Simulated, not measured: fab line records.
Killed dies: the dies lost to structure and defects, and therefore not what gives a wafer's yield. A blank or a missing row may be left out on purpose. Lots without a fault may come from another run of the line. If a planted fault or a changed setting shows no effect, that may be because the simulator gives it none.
fab line records | flow nand_harc
[record] lots = 5 | wafers = 15 | last_day = 32
route steps=1302 shown P_CONTACT@217 END@1302
lots that met no fault: taken from a fault-free run of the same line
start_h: start of the lot's first displayed wafer, in hours after the record's first day | wait_h: time in hours since the lot's previous step | " unchanged from the row above | L1.1+2: one row covering several wafers at once | - value missing, or start not given | * or withheld: withheld | < > ~ a bound
route shown NAME@n: NAME is a module with steps in the file, n the number in the route of the first one | usual: mean/standard deviation of fault-free wafers | same: alike in all rows | chamber/n: place in a boat | sites: each site's reading | _std_site: standard deviation of those values | _edge_site: the outer-site mean with the inner-site mean subtracted | radius_mm: how far each site lies from the wafer's centre | mask NAME#n: copy n | behind: the last tool/chamber to shape the wafer | hold: why the lot was held/for how many hours/how that ended | device: the transistor (n, p or np) that didn't switch | end of line: the tests these same wafers got at the end of their route | for a step that has no rows: nothing shown but its recipe | killed: the dies lost at the first sort to structure and to defects; this is not the yield of the wafer | map: a wafer's dies, x killed, . not, _ none there
set.NAME: the setting that was run; set.NAME@STEP: the one run at that earlier step | model.NAME: the simulator's own value behind a step, which no gauge read
lots at selected steps of the route; one table per step, one row per wafer
services: the hour from which a tool's chamber was out of use, counted from the record's first day as start_h (under 0 if before that day), plus the number of hours and why
[[steps]]
[step NHARC_P_CONTACT_DEP_30]
[recipe] target_thk_a = 300 | temp_c = 400 | target_thk_nm = 30 | flow_sccm = 200 | rf_w = 450 | material = SiNx
[usual] heater_power_outer_w = 409/58 | heater_power_w = 712/75
lot.wafer | tool     | chamber | start_h | wait_h | heater_power_outer_w | heater_power_w
L645.1    | pecvd-01 | 0       | 144.39  | 0.1    | 433                  | 782
L645.5    | "        | 1       | "       | "      | 521                  | 869
L645.4    | "        | 0       | "       | "      | 430                  | 813
L651.1    | pecvd-01 | 2       | 200.29  | 0.1    | 475                  | 799
L651.3    | "        | 1       | "       | "      | 505                  | 858
L651.6    | "        | 2       | "       | "      | 453                  | 798
L652.3    | pecvd-03 | 1       | 204.76  | 0.1    | 312                  | 610
L652.1    | "        | 2       | "       | "      | 447                  | 721
L652.4    | "        | 0       | "       | "      | 429                  | 646
L663.1    | pecvd-02 | 0       | 312.84  | 0.1    | 367                  | 658
L663.2    | "        | 1       | "       | "      | 373                  | 684
L663.5    | "        | 1       | "       | "      | 392                  | 665
L664.1    | pecvd-03 | 0       | 329.26  | 0.1    | 463                  | 694
L664.2    | "        | 1       | "       | "      | 297                  | 631
L664.3    | "        | 2       | "       | "      | 383                  | 652
[step NHARC_P_CONTACT_DEP_00]
[recipe] target_thk_a = 5000 | temp_c = 400 | pressure_torr = 6.5 | rf_w = 900 | teos_flow_sccm = 161.4 | flow_sccm = 2650 | target_thk_nm = 500 | gas = O2 | material = SiO2
[usual] heater_power_outer_w = 285/56 | heater_power_w = 543/74 | throttle_valve_pct = 15.6/0.45
lot.wafer | tool     | chamber | start_h | wait_h | heater_power_outer_w | heater_power_w | throttle_valve_pct
L645.1    | pecvd-01 | 0       | -       | -      | 306                  | 653            | 15.7
L645.5    | "        | 1       | "       | "      | 360                  | 644            | 15.3
L645.4    | "        | 0       | "       | "      | 200                  | 500            | 16.1
L651.1    | pecvd-01 | 2       | -       | -      | 289                  | 562            | 16.3
L651.3    | "        | 1       | "       | "      | 348                  | 643            | 15.2
L651.6    | "        | 2       | "       | "      | 304                  | 597            | 16.0
L652.3    | pecvd-03 | 1       | -       | -      | 252                  | 538            | 15.6
L652.1    | "        | 2       | "       | "      | 296                  | 507            | 15.3
L652.4    | "        | 0       | "       | "      | 234                  | 396            | 16.1
L663.1    | pecvd-02 | 0       | -       | -      | 203                  | 413            | 15.8
L663.2    | "        | 1       | "       | "      | 250                  | 493            | 15.1
L663.5    | "        | 1       | "       | "      | 269                  | 504            | 15.1
L664.1    | pecvd-03 | 0       | -       | -      | 318                  | 482            | 16.5
L664.2    | "        | 1       | "       | "      | 261                  | 579            | 15.6
L664.3    | "        | 2       | "       | "      | 269                  | 484            | 15.4
[step NHARC_P_CONTACT_CMP_01]
[recipe] target_thk_nm = 200 | material = SiO2
[usual] motor_current_A = 11.8/1.1 | pad_life_wafers = 199/110
lot.wafer | tool   | chamber | start_h | wait_h | motor_current_A | pad_life_wafers
L645.1    | cmp-04 | 0       | 145.04  | -      | 11.4            | 115
L645.4    | "      | 1       | "       | "      | 9.9             | 116
L645.5    | "      | 0       | "       | "      | 11.7            | -
L651.3    | cmp-04 | 2       | 201.03  | -      | 13.1            | 373
L651.1    | "      | 0       | "       | "      | 11.4            | 375
L651.6    | "      | 1       | "       | "      | 10.6            | -
L652.4    | cmp-02 | 2       | 205.43  | -      | 10.3            | 264
L652.1    | "      | 3       | "       | "      | 12.9            | 265
L652.3    | "      | 0       | "       | "      | 13.1            | 266
L663.2    | cmp-03 | 1       | 313.61  | -      | 12.9            | 194
L663.1    | "      | 2       | "       | "      | 11.8            | 195
L663.5    | "      | 3       | "       | "      | 11.6            | -
L664.2    | cmp-04 | 0       | 329.96  | -      | 11.0            | 90
L664.1    | "      | 1       | "       | "      | 10.5            | 91
L664.3    | "      | 3       | "       | "      | 11.7            | 93
[step NHARC_P_CONTACT_SRD_03]
[step NHARC_P_CONTACT_DEHYDRATE_04]
[recipe] temp_c = 150 | time_s = 120
[step NHARC_P_CONTACT_HMDS_05]
[recipe] time_s = 30
[step NHARC_P_CONTACT_COAT_33]
[recipe] temp_c = 260 | time_s = 75
[step NHARC_P_CONTACT_COAT_34]
[recipe] temp_c = 225 | time_s = 65
[step NHARC_P_CONTACT_COAT_06]
[recipe] spin_rpm = 1500 | resist_thk_nm = 90
[step NHARC_P_CONTACT_SOFTBAKE_07]
[recipe] temp_c = 105 | time_s = 55
[step NHARC_P_CONTACT_EBR_08]
[step NHARC_P_CONTACT_EXPOSE_09]
[recipe] na = 1.35 | target_cd_nm = 90 | dose_mj = 81.26 | mask_id = P_CA
lot.wafer  | tool            | chamber | start_h | wait_h | mask
L645.1+4+5 | arfi_scanner-03 | 0       | 145.71  | -      | P_CA#0
L651.1+3+6 | arfi_scanner-02 | 0       | 201.69  | -      | P_CA#0
L652.1+3+4 | arfi_scanner-03 | 0       | 206.12  | -      | P_CA_R1#0
L663.1+2+5 | arfi_scanner-01 | 0       | 314.25  | -      | P_CA#0
L664.1+2+3 | arfi_scanner-01 | 0       | 330.53  | -      | P_CA#0
[step NHARC_P_CONTACT_PEB_10]
[recipe] peb_temp_c = 100 | peb_time_s = 65
[step NHARC_P_CONTACT_DEVELOP_11]
[recipe] develop_time_s = 35 | dev_temp_c = 23
[step NHARC_P_CONTACT_CD_MEAS_12]
[recipe] target_cd_nm = 90 | landing_energy_ev = 500
[usual] cd_nm = 90.0/0.64
lot.wafer | tool      | chamber | start_h | wait_h | cd_nm
L645.1    | cd_sem-01 | 0       | 145.85  | -      | 91.0
L645.4    | "         | 0       | "       | "      | 90.4
L645.5    | "         | 0       | "       | "      | 90.5
L651.1    | cd_sem-02 | 0       | 201.84  | -      | 89.5
L651.3    | "         | 0       | "       | "      | 90.8
L651.6    | "         | 0       | "       | "      | 91.2
L652.1    | cd_sem-02 | 0       | 206.26  | -      | 99.0
L652.3    | "         | 0       | "       | "      | 97.9
L652.4    | "         | 0       | "       | "      | 98.9
L663.1    | cd_sem-03 | 0       | 314.39  | -      | 90.2
L663.2    | "         | 0       | "       | "      | 91.0
L663.5    | "         | 0       | "       | "      | 90.4
L664.1    | cd_sem-03 | 0       | 330.67  | -      | 90.8
L664.2    | "         | 0       | "       | "      | 91.0
L664.3    | "         | 0       | "       | "      | 90.3
[step NHARC_P_CONTACT_OVL_MEAS_13]
[usual] overlay_x_nm = -0.2/0.79 | overlay_y_nm = -0.2/0.72
lot.wafer | tool       | chamber | start_h | wait_h | overlay_x_nm | overlay_y_nm
L645.1    | overlay-01 | -       | 145.94  | -      | -0.1         | -0.5
L645.4    | "          | -       | "       | "      | 0.1          | 0.0
L645.5    | "          | -       | "       | "      | 0.3          | 0.0
L651.1    | overlay-02 | -       | 201.93  | -      | -0.7         | -0.6
L651.3    | "          | -       | "       | "      | -0.1         | -1.2
L651.6    | "          | -       | "       | "      | -0.7         | -0.9
L652.1    | overlay-02 | -       | 206.35  | -      | -0.9         | -0.8
L652.3    | "          | -       | "       | "      | -0.7         | -0.9
L652.4    | "          | -       | "       | "      | -0.8         | -0.6
L663.1    | overlay-01 | -       | 314.48  | -      | 0.9          | -0.9
L663.2    | "          | -       | "       | "      | 0.0          | -1.1
L663.5    | "          | -       | "       | "      | 0.6          | -1.2
L664.1    | overlay-02 | -       | 330.76  | -      | -0.3         | 0.6
L664.2    | "          | -       | "       | "      | -0.4         | 0.8
L664.3    | "          | -       | "       | "      | -0.1         | 1.0
[step NHARC_P_CONTACT_INSPECT_14]
[usual] raw_defect_count = 4.3/2.4
lot.wafer | tool              | chamber | start_h | wait_h | raw_defect_count
L645.1    | defect_inspect-02 | -       | 145.97  | 0.0    | 1
L645.4    | "                 | -       | "       | "      | 8
L645.5    | "                 | -       | "       | "      | 4
L651.1    | defect_inspect-01 | -       | 201.96  | 0.0    | 1
L651.3    | "                 | -       | "       | "      | 2
L651.6    | "                 | -       | "       | "      | 0
L652.1    | defect_inspect-02 | -       | 206.38  | 0.0    | 2
L652.3    | "                 | -       | "       | "      | 3
L652.4    | "                 | -       | "       | "      | 5
L663.1    | defect_inspect-01 | -       | 314.51  | 0.0    | 4
L663.2    | "                 | -       | "       | "      | 8
L663.5    | "                 | -       | "       | "      | 5
L664.1    | defect_inspect-02 | -       | 330.80  | 0.0    | 11
L664.2    | "                 | -       | "       | "      | 7
L664.3    | "                 | -       | "       | "      | 11
[step NHARC_P_CONTACT_DESCUM_17]
[recipe] time_s = 3 | o2_flow_sccm = 200 | ar_flow_sccm = 0 | bias_power_w = 0 | chemistry = O2
[usual] drypump_motor_current_A = 5.9/0.47 | oes_product_au = 1.000/0.0094 | rf_vpp_V = 58.1/0.96 | showerhead_plenum_p_Torr = 1.96/0.048 | throttle_valve_pct = 11.310/0.009
[same] time_s = 3
lot.wafer | tool        | chamber | start_h | wait_h | drypump_motor_current_A | oes_product_au | rf_hours_counter_h | rf_vpp_V | showerhead_plenum_p_Torr | throttle_valve_pct | model.P_CONTACT.cd_nm
L645.4    | rie_diel-08 | 1       | 146.04  | 0.1    | 5.8                     | 1.001          | 3.2                | 58.5     | 2.05                     | 11.314             | 90.75
L645.1    | "           | 3       | "       | "      | 5.5                     | 1.013          | 3.4                | 58.1     | 1.93                     | 11.314             | 90.43
L645.5    | "           | 0       | "       | "      | 6.6                     | 1.012          | -                  | 57.7     | 1.94                     | 11.304             | 90.17
L651.3    | rie_diel-08 | 1       | 202.04  | 0.1    | 5.9                     | 1.001          | 0                  | 57.5     | 2.05                     | 11.313             | 91.51
L651.1    | "           | 2       | "       | "      | 5.4                     | 0.984          | 0                  | 58.0     | 1.94                     | 11.316             | -
L651.6    | "           | 3       | "       | "      | 5.5                     | 0.993          | -                  | 59.6     | 1.93                     | 11.312             | 90.72
L652.1    | rie_diel-08 | 1       | 206.45  | 0.1    | 5.9                     | 1.004          | 0.5                | 59.0     | 2.05                     | 11.309             | 99.58
L652.4    | "           | 2       | "       | "      | 5.4                     | 0.982          | 0.5                | 58.4     | 1.94                     | 11.322             | 98.81
L652.3    | "           | 3       | "       | "      | 5.5                     | 1.003          | 0.5                | 58.3     | 1.93                     | 11.325             | 97.97
L663.2    | rie_diel-08 | 1       | 314.59  | 0.1    | 5.9                     | 1.013          | 4.1                | 58.9     | 2.05                     | 11.316             | 91.09
L663.1    | "           | 3       | "       | "      | 5.5                     | 1.000          | 3.0                | 57.2     | 1.93                     | 11.316             | 90.05
L663.5    | "           | 1       | "       | "      | 5.9                     | 1.008          | -                  | 59.6     | 2.04                     | 11.311             | 91.04
L664.2    | rie_diel-08 | 0       | 330.86  | 0.1    | 6.6                     | 0.982          | 4.2                | 60.6     | 1.94                     | 11.318             | 91.09
L664.3    | "           | 1       | "       | "      | 5.9                     | 1.012          | 4.8                | 56.6     | 2.04                     | 11.305             | 90.57
L664.1    | "           | 3       | "       | "      | 5.5                     | 0.977          | 3.6                | 58.9     | 1.93                     | 11.318             | 90.35
[step NHARC_P_CONTACT_ETCH_35]
[recipe] target_depth_a = 390 | over_etch_frac = 0.3 | time_s = 65 | ion_energy_ev = 80 | cf4_flow_sccm = 150 | ar_flow_sccm = 0 | rf_w = 300 | bias_w = 100 | chemistry = CF4
[usual] drypump_motor_current_A = 5.9/0.47 | oes_product_au = 0.999/0.009 | rf_vpp_V = 151.8/0.98 | showerhead_plenum_p_Torr = 1.81/0.039 | throttle_valve_pct = 13.284/0.009
[same] time_s = 65
lot.wafer | tool        | chamber | start_h | wait_h | drypump_motor_current_A | oes_product_au | rf_hours_counter_h | rf_vpp_V | showerhead_plenum_p_Torr | throttle_valve_pct
L645.1    | rie_diel-08 | 2       | 146.13  | 0.1    | 5.4                     | 0.989          | 3.1                | 153.1    | 1.79                     | 13.284
L645.4    | "           | 0       | "       | "      | 6.6                     | 0.996          | 2.8                | 152.4    | 1.79                     | 13.286
L645.5    | "           | 1       | "       | "      | 5.9                     | 0.999          | -                  | 152.6    | 1.88                     | 13.290
L651.1    | rie_diel-08 | 2       | 202.13  | 0.1    | 5.4                     | 0.988          | 0.0                | 150.5    | 1.79                     | 13.286
L651.3    | "           | 3       | "       | "      | 5.5                     | 0.998          | 0.0                | 151.7    | 1.78                     | 13.281
L651.6    | "           | 3       | "       | "      | 5.5                     | 0.984          | -                  | 150.8    | 1.78                     | 13.276
L652.4    | rie_diel-08 | 1       | 206.54  | 0.1    | 5.9                     | 1.009          | 0.5                | 152.7    | 1.88                     | 13.289
L652.3    | "           | 2       | "       | "      | 5.4                     | 0.991          | 0.5                | 150.8    | 1.79                     | 13.287
L652.1    | "           | 3       | "       | "      | 5.5                     | 0.994          | 0.5                | 151.3    | 1.78                     | 13.280
L663.2    | rie_diel-08 | 1       | 314.67  | 0.1    | 5.9                     | 1.013          | 4.1                | 152.9    | 1.88                     | 13.289
L663.1    | "           | 3       | "       | "      | 5.5                     | 0.999          | 3.0                | 151.4    | 1.78                     | 13.263
L663.5    | "           | 0       | "       | "      | 6.6                     | 0.995          | -                  | 152.1    | 1.79                     | 13.308
L664.3    | rie_diel-08 | 2       | 330.94  | 0.1    | 5.4                     | 1.004          | 4.7                | 151.8    | 1.79                     | 13.289
L664.2    | "           | 0       | "       | "      | 6.6                     | 0.998          | 4.3                | 152.0    | 1.79                     | 13.289
L664.1    | "           | 1       | "       | "      | 5.9                     | 1.017          | 4.9                | 154.3    | 1.88                     | 13.268
[step NHARC_P_CONTACT_ETCH_36]
[recipe] target_depth_a = 2600 | over_etch_frac = 0.25 | time_s = 406.25 | ion_energy_ev = 200 | n2_flow_sccm = 150 | h2_flow_sccm = 150 | ar_flow_sccm = 0 | rf_w = 400 | bias_w = 150 | chemistry = N2/H2
[step NHARC_P_CONTACT_ETCH_18]
[recipe] target_depth_a = 4810 | time_s = 240.5 | c4f8_flow_sccm = 20 | o2_flow_sccm = 10 | ar_flow_sccm = withheld | rf_w = 600 | bias_w = 1500 | chemistry = C4F8/O2/Ar
[usual] oes_product_au = 0.962/0.013 | rf_vpp_V = 982/3.1
[same] time_s = 240.5
lot.wafer | tool        | chamber | start_h | wait_h | oes_product_au | rf_hours_counter_h | rf_vpp_V
L645.4    | rie_diel-08 | 1       | -       | -      | 0.935          | 3.4                | 987
L645.1    | "           | 2       | "       | "      | 0.923          | 3.3                | 980
L645.5    | "           | 0       | "       | "      | 0.928          | -                  | 980
L651.1    | rie_diel-08 | 2       | -       | -      | 0.938          | 0.3                | 981
L651.3    | "           | 3       | "       | "      | 0.951          | 0.3                | 979
L651.6    | "           | 2       | "       | "      | 0.948          | -                  | 980
L652.4    | rie_diel-08 | 0       | -       | -      | 0.960          | 0.3                | 981
L652.1    | "           | 1       | "       | "      | 0.962          | 0.8                | 988
L652.3    | "           | 2       | "       | "      | 0.967          | 0.7                | 979
L663.2    | rie_diel-08 | 1       | -       | -      | 0.978          | 4.4                | 987
L663.1    | "           | 2       | "       | "      | 0.971          | 4.3                | 980
L663.5    | "           | 0       | "       | "      | 0.951          | -                  | 980
L664.1    | rie_diel-08 | 0       | -       | -      | 0.957          | 4.5                | 980
L664.3    | "           | 1       | "       | "      | 0.965          | 5.0                | 986
L664.2    | "           | 2       | "       | "      | 0.975          | 4.9                | 979
[step NHARC_P_CONTACT_STRIP_37]
[recipe] c4f8_flow_sccm = withheld | o2_flow_sccm = 8 | ar_flow_sccm = withheld | bias_w = 0 | chemistry = C4F8/O2/Ar
[step NHARC_P_CONTACT_ETCH_31]
[recipe] target_depth_a = 300 | time_s = 85.7 | ion_energy_ev = 120 | over_etch_frac = 1 | ch3f_flow_sccm = 50 | o2_flow_sccm = 30 | ar_flow_sccm = 200 | rf_w = 500 | bias_w = 100 | chemistry = CH3F/O2
[usual] drypump_motor_current_A = 5.9/0.46 | oes_product_au = 0.979/0.0097 | rf_vpp_V = 245.2/1.1 | showerhead_plenum_p_Torr = 2.52/0.057 | throttle_valve_pct = 20.664/0.0088
[same] time_s = 85.7
lot.wafer | tool        | chamber | start_h | wait_h | drypump_motor_current_A | oes_product_au | rf_hours_counter_h | rf_vpp_V | showerhead_plenum_p_Torr | throttle_valve_pct | model.P_CONTACT.cd_nm
L645.1    | rie_diel-08 | 0       | -       | -      | 6.6                     | 0.962          | 3.2                | 244.1    | 2.50                     | 20.676             | 90.43
L645.4    | "           | 1       | "       | "      | 5.9                     | 0.955          | 3.4                | 246.7    | 2.62                     | 20.663             | 89.73
L645.5    | "           | 3       | "       | "      | 5.5                     | 0.977          | -                  | 244.6    | 2.48                     | 20.664             | 90.33
L651.1    | rie_diel-08 | 1       | -       | -      | 5.9                     | 0.990          | 0.4                | 246.8    | 2.62                     | 20.673             | 87.42
L651.3    | "           | 2       | "       | "      | 5.3                     | 0.970          | 0.4                | 244.4    | 2.49                     | 20.661             | 91.14
L651.6    | "           | 1       | "       | "      | 5.9                     | 0.987          | -                  | 245.5    | 2.62                     | 20.671             | 88.03
L652.3    | rie_diel-08 | 1       | -       | -      | 5.9                     | 0.983          | 0.9                | 246.2    | 2.62                     | 20.663             | 97.42
L652.1    | "           | 2       | "       | "      | 5.4                     | 0.968          | 0.7                | 244.3    | 2.49                     | 20.672             | 98.73
L652.4    | "           | 0       | "       | "      | 6.6                     | 0.972          | 0.4                | 245.9    | 2.50                     | 20.661             | 100.8
L663.1    | rie_diel-08 | 2       | -       | -      | 5.4                     | 0.965          | 4.4                | 245.6    | 2.49                     | 20.662             | 89.21
L663.2    | "           | 3       | "       | "      | 5.5                     | 0.983          | 3.2                | 243.9    | 2.48                     | 20.662             | 91.32
L663.5    | "           | 1       | "       | "      | 5.9                     | 0.975          | -                  | 245.2    | 2.62                     | 20.646             | 90.09
L664.2    | rie_diel-08 | 3       | -       | -      | 5.5                     | 0.970          | 4.0                | 242.9    | 2.48                     | 20.641             | 90.34
L664.3    | "           | 0       | "       | "      | 6.6                     | 0.972          | 4.6                | 246.4    | 2.49                     | 20.672             | 90.06
L664.1    | "           | 2       | "       | "      | 5.4                     | 0.983          | 4.9                | 245.9    | 2.49                     | 20.670             | 88.68
[step NHARC_P_CONTACT_CD_MEAS_19]
[usual] cd_nm = 89.7/1.7
lot.wafer | tool      | chamber | start_h | wait_h | cd_nm
L645.1    | cd_sem-01 | -       | 146.91  | -      | 90.4
L645.4    | "         | -       | "       | "      | 89.7
L645.5    | "         | -       | "       | "      | 90.4
L651.1    | cd_sem-01 | -       | 203.04  | -      | 87.2
L651.3    | "         | -       | "       | "      | 91.2
L651.6    | "         | -       | "       | "      | 87.5
L652.1    | cd_sem-02 | -       | 207.32  | -      | 98.3
L652.3    | "         | -       | "       | "      | 97.6
L652.4    | "         | -       | "       | "      | 100.4
L663.1    | cd_sem-01 | -       | 315.45  | -      | 89.7
L663.2    | "         | -       | "       | "      | 91.3
L663.5    | "         | -       | "       | "      | 90.2
L664.1    | cd_sem-03 | -       | 331.73  | -      | 88.6
L664.2    | "         | -       | "       | "      | 90.7
L664.3    | "         | -       | "       | "      | 89.7
[step NHARC_END_SORT_01]
[recipe] temp_c = 25
[usual] killed_at_array = 58/20 | killed_at_other = 0.8/1 | killed_at_periphery = 4.6/2.8 | killed_dies = 63/19 | killed_open = 3.4/2 | killed_short = 2.4/1.8
[same] gross_dies = 677
lot.wafer | tool      | chamber | start_h | wait_h | killed_at_array | killed_at_other | killed_at_periphery | killed_dies | killed_open | killed_short
L652.1    | prober-02 | 0       | 655.63  | 2.5    | 62              | 2               | 5                   | 69          | 2           | 11
L652.3    | prober-02 | 0       | 657.23  | 3.1    | 57              | 2               | 8                   | 67          | 3           | 3
L652.4    | prober-02 | 0       | 658.03  | 3.4    | 47              | 0               | 14                  | 61          | 4           | 6
// killed by level:class
L652.1 A_SLIT:chamber_film_flake=34 A_CHANNEL_HOLE_D2:chamber_film_flake=12 P_CONTACT:area_expose=4 A_DECK1_JOINT:geometric_particle:short=3 A_ONON_D1:geometric_particle:short=2 A_M0:geometric_particle:short=2 A_CHANNEL_FILL_D1:chamber_film_flake=2 P_M0:geometric_particle:short=1
L652.3 A_SLIT:chamber_film_flake=32 A_CHANNEL_HOLE_D2:chamber_film_flake=10 A_CHANNEL_HOLE_D1:chamber_film_flake=4 A_CONTACT:chamber_film_flake=4 P_CONTACT:chamber_film_flake=3 THIN_TSV:chamber_film_flake=2 P_CONTACT:area_expose=2 P_M2:geometric_particle:short=1
L652.4 A_SLIT:chamber_film_flake=20 A_CHANNEL_HOLE_D2:chamber_film_flake=12 P_CONTACT:area_expose=7 A_CHANNEL_HOLE_D1:chamber_film_flake=3 A_M0:geometric_particle:open=2 P_CONTACT:chamber_film_flake=2 A_DECK1_JOINT:chamber_film_flake=2 A_CONTACT:chamber_film_flake=2
[[services]]
tool            | chamber | start_h | hours | kind
rie_diel-08     | 0       | 129.75  | 7.4   | repair
pecvd-01        | -       | 130.18  | 13.0  | pm
arfi_scanner-01 | -       | 138.66  | 0.5   | repair
pecvd-01        | -       | 146.28  | 2.0   | repair
pecvd-03        | 0       | 154.11  | 12.2  | repair
arfi_scanner-01 | -       | 165.67  | 1.7   | repair
pecvd-01        | -       | 179.51  | 1.4   | repair
pecvd-03        | -       | 185.40  | 13.0  | pm
rie_diel-08     | -       | 190.80  | 9.0   | pm
arfi_scanner-03 | -       | 196.00  | 4.0   | pm
rie_diel-08     | 0       | 201.78  | 3.5   | repair
cmp-04          | -       | 209.00  | 4.0   | pm
rie_diel-08     | -       | 210.47  | 1.5   | repair
rie_diel-08     | 3       | 223.95  | 6.8   | repair
pecvd-02        | -       | 227.40  | 13.0  | pm
arfi_scanner-01 | -       | 252.00  | 4.0   | pm
arfi_scanner-03 | -       | 257.95  | 1.2   | repair
rie_diel-08     | 1       | 263.95  | 4.3   | repair
pecvd-03        | -       | 276.67  | 0.6   | repair
arfi_scanner-03 | -       | 280.79  | 0.5   | repair
arfi_scanner-03 | -       | 292.06  | 6.0   | repair
cmp-04          | -       | 307.00  | 4.0   | pm
pecvd-01        | -       | 311.18  | 13.0  | pm
pecvd-01        | -       | 329.90  | 0.8   | repair
[[key]]
[first_sign] step = NHARC_P_CONTACT_EXPOSE_09 | reading = mask | direction = changed
[effect] step = NHARC_P_CONTACT_CD_MEAS_12 | reading = cd_nm | direction = up | sigmas = 14 | usual = 90.0 | struck = 98.6
[effect] step = NHARC_P_CONTACT_CD_MEAS_19 | reading = cd_nm | direction = up | sigmas = 5.3 | usual = 89.7 | struck = 98.8
[model_effect] step = NHARC_P_CONTACT_DESCUM_17 | value = P_CONTACT.cd_nm | without = 89.81 | struck = 98.79
[model_effect] step = NHARC_P_CONTACT_ETCH_31 | value = P_CONTACT.cd_nm | without = 90.01 | struck = 98.99
met_at NHARC_P_CONTACT_EXPOSE_09
struck_wafers L652.1,L652.3,L652.4
tester_left_out L652
onset_between 145.71 206.12
[fault] kind = wrong_mask | tool = any | chamber = - | onset_h = 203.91 | steps = NHARC_P_CONTACT_EXPOSE_09 | aux_copy = P_CA_R1#0 | cd_offset_nm = 8.9758 | scope = struck_lots_only
// tester_left_out: of these lots the tester's yield and bins aren't shown, on N5 and GAA mostly nor the transistor test; their killed dies are dies lost to structure and defects alone, not to doping, threshold or leakage, so they don't give the yield
